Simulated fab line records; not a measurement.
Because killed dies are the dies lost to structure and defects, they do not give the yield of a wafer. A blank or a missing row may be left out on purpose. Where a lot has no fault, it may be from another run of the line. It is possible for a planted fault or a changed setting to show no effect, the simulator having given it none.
A lot that was struck, set against a sound lot    flow nand harc    13 out of 1302 route steps
Sound: wafers L414.2, L414.3, L414.5. Wafers L407.2, L407.4, L407.6 were the ones struck. The cause is named last.
For every step that has rows: the tool of each side, followed by ch and its chambers, followed by its first start. Under that, the readings that differ: sound wafers    struck wafers    difference of the means    sigmas: that difference in standard deviations of wafers without a fault.
alike: readings with means less than 2 such deviations apart, plus words and numbers identical on both sides. not compared: withheld readings, readings lacking a value on some wafer, bounds such as >300 that could conceal the same value, and numbers that have no deviation in the record and whose values overlap.
A row with sigmas, a row that says differs or no value, or rows on one side alone: a step with any of these is where the two part. Non-overlapping numbers with no deviation appear without sigmas and do not part them. A reading that every wafer of one side lacks parts them only if that side has two wafers or more.

NHARC_P_START_INSPECT_01:
  struck on defect inspect-01, day 4 18:02; sound on defect inspect-02, day 7 16:02
  alike: raw defect count
then, 11 steps without rows for these wafers: NHARC_P_ZERO_WELL_PRECLEAN_00 (cleans in SPM, time 600 s); NHARC_P_ZERO_WELL_SRD_01; NHARC_P_ZERO_WELL_PECVD_02 (deposits SiO2, target thk 10 nm); NHARC_P_ZERO_WELL_DEHYDRATE_03 (time 120 s); NHARC_P_ZERO_WELL_HMDS_04 (time 30 s); NHARC_P_ZERO_WELL_COAT_64 (time 65 s); NHARC_P_ZERO_WELL_COAT_05 (resist thk 600 nm); NHARC_P_ZERO_WELL_SOFTBAKE_06 (time 70 s); NHARC_P_ZERO_WELL_EBR_07; NHARC_P_ZERO_WELL_EXPOSE_08 (exposes mask P ZERO, target cd 500 nm); NHARC_P_ZERO_WELL_PEB_09 (peb time 80 s).
NHARC_P_ZERO_WELL_DEVELOP_10: time 50 s.
  sound on litho track-07 ch 0, day 7 17:00; struck on litho track-07, day 4 19:00
  no value came back on the struck wafers for chill plate temp C (C), developer temp C (C); on the sound wafers chill plate temp C (C) reads 23.02 22.85 22.91

## WHERE THEY PART
At NHARC_P_ZERO_WELL_DEVELOP_10 and nowhere else, as far as this record goes.

WHY: the cause the simulator had injected
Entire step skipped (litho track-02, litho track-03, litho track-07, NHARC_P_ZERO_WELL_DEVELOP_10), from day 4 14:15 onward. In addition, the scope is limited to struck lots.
